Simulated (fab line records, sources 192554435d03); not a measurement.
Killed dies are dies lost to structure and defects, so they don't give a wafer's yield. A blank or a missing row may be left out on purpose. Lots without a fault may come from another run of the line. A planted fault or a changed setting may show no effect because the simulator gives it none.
Which tool did it? | flow n5_finfet | 10 lots, 28 wafers sampled, at 5 steps of a route of 1938

WHAT THE GAUGES READ, wafer by wafer
N5_GATE_CUT_THK_MEAS_24.
lot  | measured     | on            | GC_FILL_THK (nm)
L369 | day 5 07:58  | film_metro-01 | 218.2 217.9 221.6
L370 | day 5 14:26  | film_metro-01 | 215.4 219.4 219.4
L373 | day 6 03:58  | film_metro-01 | 218.8 220.3 219.7
L374 | day 6 12:55  | film_metro-01 | 218.2 219.0 219.4
L383 | day 8 14:31  | film_metro-02 | 220.8 219.8
L384 | day 8 20:17  | film_metro-02 | 219.4 220.5
L386 | day 9 08:05  | film_metro-01 | 222.4 225.3 223.0
L387 | day 9 16:32  | film_metro-01 | 218.0 216.5 217.9
L389 | day 10 01:19 | film_metro-02 | 219.1 219.6 221.8
L390 | day 10 06:50 | film_metro-01 | 220.9 222.5 221.8

N5_MOL_CONTACT_COAG_CD_MEAS_08: target cd 28 nm.
lot  | measured     | on        | cd_nm (nm)
L369 | day 5 09:08  | cd_sem-03 | 28.42 27.71 28.60
L370 | day 5 15:35  | cd_sem-03 | 27.60 28.24 27.51
L373 | day 6 05:08  | cd_sem-03 | 28.24 28.13 27.92
L374 | day 6 14:05  | cd_sem-03 | 27.98 28.02 27.85
L383 | day 8 15:34  | cd_sem-01 | 27.66 27.85
L384 | day 8 21:21  | cd_sem-03 | 27.94 27.75
L386 | day 9 09:07  | cd_sem-02 | 28.35 28.21 28.61
L387 | day 9 17:42  | cd_sem-02 | 28.62 27.72 28.13
L389 | day 10 02:21 | cd_sem-01 | 27.66 27.98 28.01
L390 | day 10 07:53 | cd_sem-03 | 27.80 27.99 28.14

N5_BEOL_M4_RC_MEAS_101.
lot  | measured     | on        | DIBL_N (mV/V)  | DIBL_P (mV/V)  | IOFF_N (nA/um) | IOFF_P (nA/um) | ION_N (uA/um) | ION_P (uA/um) | SS_N (mV/dec)  | SS_P (mV/dec)  | VT_N (mV)   | VT_P (mV)
L369 | day 9 17:16  | prober-01 | 37.6 35.8 35.0 | 38.7 35.3 35.0 | 0.17 0.13 0.12 | 0.21 0.16 0.16 | 675 672 666   | 462 452 455   | 72.0 71.6 70.9 | 73.9 72.1 72.7 | 248 252 252 | -250 -256 -255
L370 | day 10 10:26 | prober-02 | 38.8 35.0 36.4 | 38.2 33.1 35.1 | 0.18 0.12 0.15 | 0.23 0.16 0.20 | 684 666 686   | 466 455 464   | 71.7 70.6 71.9 | 73.9 73.1 73.5 | 252 256 251 | -247 -255 -251
L373 | day 10 15:55 | prober-01 | 35.5 35.7 34.7 | 36.4 36.0 34.5 | 0.16 0.15 0.13 | 0.22 0.21 0.18 | 679 668 663   | 465 457 451   | 71.4 71.8 71.7 | 73.5 72.9 73.5 | 248 251 253 | -251 -248 -250
L374 | day 11 12:28 | prober-01 | 36.8 36.9 37.2 | 38.9 38.7 40.1 | 0.19 0.19 0.20 | 0.26 0.26 0.29 | 690 682 697   | 472 471 486   | 71.3 71.8 71.9 | 74.1 73.6 74.9 | 249 249 247 | -248 -248 -245
L383 | day 13 21:56 | prober-02 | 36.4 35.0      | 36.7 33.9      | 0.16 0.14      | 0.23 0.20      | 685 676       | 475 463       | 71.0 71.5      | 73.9 72.5      | 249 251     | -249 -248
L384 | day 13 20:44 | prober-01 | 38.0 34.7      | 37.5 33.5      | 0.20 0.13      | 0.26 0.18      | 699 674       | 471 461       | 72.3 71.4      | 74.3 74.0      | 246 251     | -244 -251
L386 | day 14 05:22 | prober-02 | 34.3 34.8 33.7 | 32.5 33.8 31.3 | 0.10 0.12 0.09 | 0.13 0.14 0.12 | 642 676 651   | 435 460 442   | 70.7 71.0 70.2 | 72.8 73.8 71.9 | 257 253 258 | -258 -256 -259
L387 | day 14 09:46 | prober-01 | 34.4 35.5 38.4 | 34.3 36.6 40.4 | 0.15 0.17 0.24 | 0.21 0.25 0.32 | 678 699 690   | 465 479 468   | 71.0 72.3 72.9 | 72.0 73.0 74.0 | 246 247 243 | -247 -246 -243
L389 | day 15 18:29 | prober-02 | 35.4 34.7 40.7 | 36.1 35.6 41.8 | 0.13 0.13 0.24 | 0.16 0.16 0.26 | 665 662 697   | 456 456 463   | 71.8 71.1 73.0 | 72.6 73.2 74.2 | 254 252 245 | -253 -256 -247
L390 | day 16 21:25 | prober-01 | 35.7 37.1 35.8 | 34.9 36.6 35.0 | 0.15 0.17 0.15 | 0.21 0.23 0.21 | 665 670 680   | 459 462 463   | 71.9 72.6 72.4 | 72.9 73.0 72.9 | 250 248 253 | -250 -248 -251

WHICH TOOL RAN EACH LOT (tool, then ch and the chambers of the sampled wafers, then the start)
lot  | N5_GATE_CUT_CMP_23            | N5_MOL_CONTACT_COAG_ETCH_59
L369 | cmp-02 ch 0,2,3, day 5 07:41  | rie_diel-06 ch 0,2,3, day 5 09:36
L370 | cmp-01 ch 0,3, day 5 14:08    | rie_diel-06 ch 2,3, day 5 15:53
L373 | cmp-04 ch 0,1,3, day 6 03:46  | rie_diel-03 ch 0,1,3, day 6 05:17
L374 | cmp-02 ch 0,1,2, day 6 12:40  | rie_diel-02 ch 1,2,3, day 6 14:14
L383 | cmp-04 ch 0,3, day 8 14:20    | rie_diel-02 ch 0,2, day 8 15:43
L384 | cmp-02 ch 1,3, day 8 20:04    | rie_diel-02 ch 0,3, day 8 21:49
L386 | cmp-02 ch 0,3, day 9 07:49    | rie_diel-02 ch 2,3, day 9 09:16
L387 | cmp-04 ch 0,2,3, day 9 16:19  | rie_diel-06 ch 0,1,3, day 9 17:53
L389 | cmp-01 ch 1,2,3, day 10 01:03 | rie_diel-03 ch 0,1,2, day 10 02:30
L390 | cmp-02 ch 1,2,3, day 10 06:40 | rie_diel-03 ch 0,1,3, day 10 08:28
- N5_GATE_CUT_CMP_23: polishes, stops on SiO2, t overpolish 23.4 s, target thk 16 nm.
- N5_MOL_CONTACT_COAG_ETCH_59: etches underlayer in N2/H2, target depth 13 nm, time 10.4 s.

WHAT THE TOOLS THEMSELVES READ (means of the sampled wafers that have a number; where no wafer has one, the mark that the record gives instead)
N5_GATE_CUT_CMP_23.
lot  | tool   | motor_current_A (A) | overpolish_run_s (s) | retaining_ring_pressure_frac | time_to_endpoint_s (s)
L369 | cmp-02 | 10.5                | 23.407               | 1.002                        | 20.2
L370 | cmp-01 | 9.1                 | 23.391               | 1.002                        | 19.0
L373 | cmp-04 | 8.8                 | 23.396               | 0.999                        | 18.2
L374 | cmp-02 | 9.7                 | 23.400               | 1.001                        | 18.0
L383 | cmp-04 | 9.8                 | 23.404               | 1.005                        | 18.4
L384 | cmp-02 | 9.6                 | 23.394               | 0.998                        | 18.2
L386 | cmp-02 | 10.9                | 23.405               | 1.001                        | 18.2
L387 | cmp-04 | 9.3                 | 23.394               | 1.001                        | 17.6
L389 | cmp-01 | 8.9                 | 23.393               | 0.999                        | 18.9
L390 | cmp-02 | 9.4                 | 23.410               | 1.002                        | 19.9

N5_MOL_CONTACT_COAG_ETCH_59.
lot  | tool        | bias_w (W) | drypump_motor_current_A (A) | etch_rf_on_time_s (s) | oes_product_au (a.u.) | rf_vpp_V (V) | showerhead_plenum_p_Torr (Torr) | throttle_valve_pct (%)
L369 | rie_diel-06 | 149.8      | 6.2                         | 10.51                 | 0.62                  | 526.0        | 2.64                            | 18.0
L370 | rie_diel-06 | 149.9      | 6.3                         | 10.61                 | 0.60                  | 526.2        | 2.64                            | 18.0
L373 | rie_diel-03 | 150.1      | 5.7                         | 10.35                 | 0.61                  | 522.8        | 2.53                            | 18.0
L374 | rie_diel-02 | 149.9      | 5.7                         | 10.40                 | 0.62                  | 522.1        | 2.49                            | 17.9
L383 | rie_diel-02 | 150.1      | 5.7                         | 11.21                 | 0.67                  | 526.2        | 2.59                            | 17.5
L384 | rie_diel-02 | 150.4      | 6.2                         | 11.30                 | 0.69                  | 524.1        | 2.57                            | 17.4
L386 | rie_diel-02 | 149.8      | 6.0                         | 11.94                 | 0.56                  | 521.9        | 2.45                            | 17.7
L387 | rie_diel-06 | 150.2      | 6.0                         | 10.57                 | 0.60                  | 526.4        | 2.62                            | 17.9
L389 | rie_diel-03 | 149.8      | 5.5                         | 10.23                 | 0.69                  | 523.0        | 2.52                            | 17.9
L390 | rie_diel-03 | 150.2      | 5.6                         | 10.06                 | 0.68                  | 523.4        | 2.51                            | 17.9

THE ANSWER, worked out from the rows above alone
Rule: what is usual is taken from the lots themselves. Put in order of their means at a reading, lots are off if they are a third of the lots or fewer, leave a main group of 4 or more, and stand apart from it by a gap of 3 or more times the standard deviation of the main group's means; of several such gaps the widest counts. A main group whose means are all the same, to the digits that the tables above print for the reading, isn't used. A lot without any number at a reading at which 4 lots or more have one is off too. The other lots that the step has rows for count as sound. The gauges are gone through in route order, then the tools' own readings, and for those a lot's mean is taken as printed above. The first step at which some lot is off is used, and at that step the reading that is off furthest; a lot without a number counts as furthest.
Off: L383, L384, L386, at N5_MOL_CONTACT_COAG_ETCH_59 (throttle_valve_pct). The main group: mean 17.9 %, standard deviation 0.049.
A tool fits if, at that step or a process step before it, it ran every lot that is off, and no sound lot after the first of them. One fits: rie_diel-02 at N5_MOL_CONTACT_COAG_ETCH_59. Its last sound lot is L374 (day 6 14:14), its first lot that is off L383 (day 8 15:43): a fault that began between those two fits.
The tool's own readings at N5_MOL_CONTACT_COAG_ETCH_59 bear it out: on the lots that are off they differ by more than 5 times the standard deviation of the sound lots' means. etch_rf_on_time_s reads 11.48 s there against 10.39 s on the sound lots; throttle_valve_pct reads 17.5 % there against 17.9 % on the sound lots.

WHAT THE SIMULATOR HAD PUT IN
Process parameter drift: rie_diel-02, from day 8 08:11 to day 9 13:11, at N5_MOL_CONTACT_COAG_ETCH_59. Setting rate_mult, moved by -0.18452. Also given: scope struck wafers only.
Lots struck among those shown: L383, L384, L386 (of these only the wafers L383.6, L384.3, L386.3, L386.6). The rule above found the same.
